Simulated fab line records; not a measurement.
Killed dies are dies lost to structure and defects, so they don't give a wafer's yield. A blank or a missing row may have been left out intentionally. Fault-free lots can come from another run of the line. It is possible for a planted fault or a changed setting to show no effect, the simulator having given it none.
Chamber matching + flow n5Finfet + 3 sister chambers for N5_BEOL_M0_SAQP_PECVD_97 on pecvd-02
The step deposits SiNx from SiH4/NH3/N2, target thk 23 nm, time 19.9 s. 14 wafers are shown with their chamber, then 7 later ones without.

## EACH WAFER AND ITS CHAMBER
| wafer  | chamber | throttleValvePct (%) | showerheadPlenumPTorr (Torr) | heaterPowerW (W) |
|--------|---------|----------------------|------------------------------|------------------|
| L074.3 | 0       | 38.1                 | 5.15                         | 625              |
| L074.5 | 1       | 37.9                 | 5.21                         | 439              |
| L074.6 | 0       | 38.0                 | 5.14                         | 614              |
| L076.1 | 1       | 37.8                 | 5.21                         | 383              |
| L076.4 | 1       | 37.6                 | 5.20                         | 381              |
| L076.6 | 2       | 36.0                 | 5.14                         | 640              |
| L083.1 | 2       | 36.2                 | 5.16                         | 566              |
| L083.3 | 0       | 38.5                 | 5.15                         | 681              |
| L083.6 | 2       | 36.3                 | 5.15                         | 540              |
| L085.4 | 2       | 36.3                 | 5.16                         | 593              |
| L085.5 | 0       | 38.6                 | 5.15                         | 659              |
| L085.6 | 1       | 37.7                 | 5.22                         | 406              |
| L088.1 | 1       | 37.8                 | 5.21                         | 424              |
| L088.2 | 0       | 38.8                 | 5.16                         | 621              |

SIGNATURES (means of the wafers above)
| reading               | chamber 0 | chamber 1 | chamber 2 | scatter within a chamber |
|-----------------------|-----------|-----------|-----------|--------------------------|
| throttleValvePct      | 38.400    | 37.760    | 36.200    | 0.228                    |
| showerheadPlenumPTorr | 5.1500    | 5.2100    | 5.1525    | 0.00783                  |
| heaterPowerW          | 640.00    | 406.60    | 584.75    | 32.1                     |
Rule: for each reading, subtract the chamber's mean from the wafer's reading, divide by that reading's scatter and square the result; add these up over the readings and take the root, which gives the wafer's distance from the chamber. The wafer belongs to the nearest chamber; if the next one is less than 2 further off, it can't be placed. How the scatter is found: for the shown wafers, subtract from each reading the mean of its chamber, square and add these, divide the total by (wafers less chambers), then take the root.

## WAFERS WITH NO CHAMBER GIVEN
| wafer  | throttleValvePct (%) | showerheadPlenumPTorr (Torr) | heaterPowerW (W) |
|--------|----------------------|------------------------------|------------------|
| L088.3 | 36.2                 | 5.15                         | 641              |
| L089.1 | 38.0                 | 5.19                         | 423              |
| L089.3 | 36.4                 | 5.16                         | 643              |
| L089.4 | 37.8                 | 5.21                         | 422              |
| L090.2 | 39.0                 | 5.16                         | 676              |
| L090.3 | 36.3                 | 5.15                         | 592              |
| L090.5 | 36.6                 | 5.15                         | 607              |

## WHICH CHAMBER EACH WENT THROUGH
| wafer  | from the rows above | in truth |
|--------|---------------------|----------|
| L088.3 | 2                   | 2        |
| L089.1 | 1                   | 1        |
| L089.3 | 2                   | 2        |
| L089.4 | 1                   | 1        |
| L090.2 | 0                   | 0        |
| L090.3 | 2                   | 2        |
| L090.5 | 2                   | 2        |
Placed correctly: 7 of 7. From these rows, 0 cannot be placed. Placed wrongly: 0.
